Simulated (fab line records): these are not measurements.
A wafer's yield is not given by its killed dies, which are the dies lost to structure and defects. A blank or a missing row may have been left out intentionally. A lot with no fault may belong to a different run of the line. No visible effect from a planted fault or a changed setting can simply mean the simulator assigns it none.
8D (eight disciplines) problem report, filled in by code -- flow n5 finfet -- the parts of the form that need people (team, actions taken, sign-off) are left out

== 1. WHAT IS WRONG ==
A mean of 2119.2 s is read at N5_MOL_CONTACT_COAG_ALD_27 for run length s, taken on 1 wafer of 1 lot, against 2769.6 s (standard deviation 0.54) on wafers free of any fault. That is -99 or more standard deviations from the usual mean.
The step: deposits SiOC, target thk 17 nm, pulse time 1.5 s, time 2720 s.
First seen on wafer L233.3, day 8 01:34, on ald sin-01. At this step, 9 wafers from 3 lots have a number in the record. The rule behind "out" and "out of limits": a value lying over 4 standard deviations away from the usual mean. The other wafers with a number count as sound.

== 2. WHAT IT IS AND WHAT IT IS NOT ==
question,is,is not
which readings at this step,run length s,"heater power w, precursor pulse height rel"
which lots,L233,"L242, L243"
which wafers of those lots,L233.3,"L233.4, L233.6"
read on which tools,ald sin-01,ald sin-04
when,from day 8 01:34,"up to then (2 sound wafers); but 6 sound wafers of L242, L243 came after"

== 3. THE SUSPECTS, EACH WITH WHAT RULES IT OUT ==
Counting: any tool at a process step up to the reading remains a suspect provided it ran every lot that is out. Sound lots after the first of them don't rule it out here, since some wafers of a struck lot are sound.
- ald sin-01 at N5_MOL_CONTACT_COAG_ALD_27 (deposits SiOC, target thk 17 nm, pulse time 1.5 s, time 2720 s): kept. It ran the lot that is out, L233 (day 8 01:34). On those wafers its own readings are out: run length s.
- Within ald sin-01 at N5_MOL_CONTACT_COAG_ALD_27: the wafers that are out ran in chamber 0; their sound lot-mates ran in chamber 2.
Remaining after the count: ald sin-01 at N5_MOL_CONTACT_COAG_ALD_27.

== 4. THE CAUSE (what the simulator had put in) ==
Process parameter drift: ald sin-01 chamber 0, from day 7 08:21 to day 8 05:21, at N5_MOL_CONTACT_COAG_ALD_27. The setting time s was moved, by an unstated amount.
After counting, this tool was the only one left.

== 5. THE CHAIN OF EFFECTS, in route order ==
Each row: a reading whose mean over the struck wafers that have a number lies more than 3 standard deviations from the usual. Only readings whose record carries a usual standard deviation are examined. hours: median over the lots of the time between each lot's start at the first step of this table that gives one and its start at this step. sigmas: the change, counted in usual standard deviations.
hours,step,reading,usual,on struck wafers,change,sigmas
0,N5_MOL_CONTACT_COAG_ALD_27,run length s,2769.6 s,2119.2,-650.4,-99 or more
Its process steps:
- N5_MOL_CONTACT_COAG_ALD_27: deposits SiOC, target thk 17 nm, pulse time 1.5 s, time 2720 s.
At these later measuring or inspecting steps, every struck wafer for which the step has a row has a number for every such reading, and none has moved that far: N5_BEOL_M4_RC_MEAS_101.

== 6. HOW IT WOULD HAVE BEEN CAUGHT EARLIER ==
The fault began at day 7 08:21; the first out-of-limits reading in this record came at day 8 01:34, 17 hours later.
